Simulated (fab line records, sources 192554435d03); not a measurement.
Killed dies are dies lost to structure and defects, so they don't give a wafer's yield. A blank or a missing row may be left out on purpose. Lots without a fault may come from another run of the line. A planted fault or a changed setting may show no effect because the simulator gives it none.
Chamber matching | flow n5_finfet | N5_BEOL_M9_CURE_71 on uv_cure-02: 3 sister chambers
The step cures SiCOH lowk, time 240 s. 6 wafers are shown with their chamber, then 8 later ones without.

WAFERS WITH THEIR CHAMBER
wafer  | chamber | lamp_power_pct (%) | wafer_temp_C_max
L085.3 | 1       | 52.36              | 386.3
L085.6 | 1       | 52.38              | 386.6
L086.4 | 2       | 52.27              | 386.6
L086.6 | 2       | 52.26              | 386.5
L091.4 | 0       | 52.27              | 386.1
L092.2 | 0       | 52.20              | 386.0

WAFERS WITHOUT THEIR CHAMBER
wafer  | lamp_power_pct (%) | wafer_temp_C_max
L092.3 | 52.32              | 385.7
L092.4 | 52.28              | 385.6
L096.2 | 52.28              | 386.7
L096.3 | 52.32              | 386.5
L096.6 | 52.33              | 386.4
L097.1 | 52.21              | 386.3
L097.3 | 52.32              | 386.8
L097.4 | 52.37              | 387.4

WHICH CHAMBER EACH WENT THROUGH
wafer  | from the rows above     | in truth
L092.3 | can't be placed: 0 or 1 | 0
L092.4 | 0                       | 0
L096.2 | 2                       | 2
L096.3 | can't be placed: 1 or 2 | 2
L096.6 | can't be placed: 1 or 2 | 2
L097.1 | can't be placed: 0 or 2 | 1
L097.3 | can't be placed: 2 or 1 | 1
L097.4 | can't be placed: 1 or 2 | 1
Placed correctly: 2 of 8. Can't be placed from these rows: 6 (the true chamber is among the candidates in 5). Placed wrongly: 0.
How it was worked out, from the rows above alone: a wafer's distance from a chamber is the root of the sum, over the readings, of the square of ((its reading less the chamber's mean) divided by the reading's scatter). The wafer belongs to the nearest chamber; if the next one is less than 2 further off, it can't be placed. A chamber's mean is the mean of its shown wafers. The scatter: the root of (the sum of the squares of (reading less its chamber's mean) over the shown wafers, divided by (wafers less chambers)).
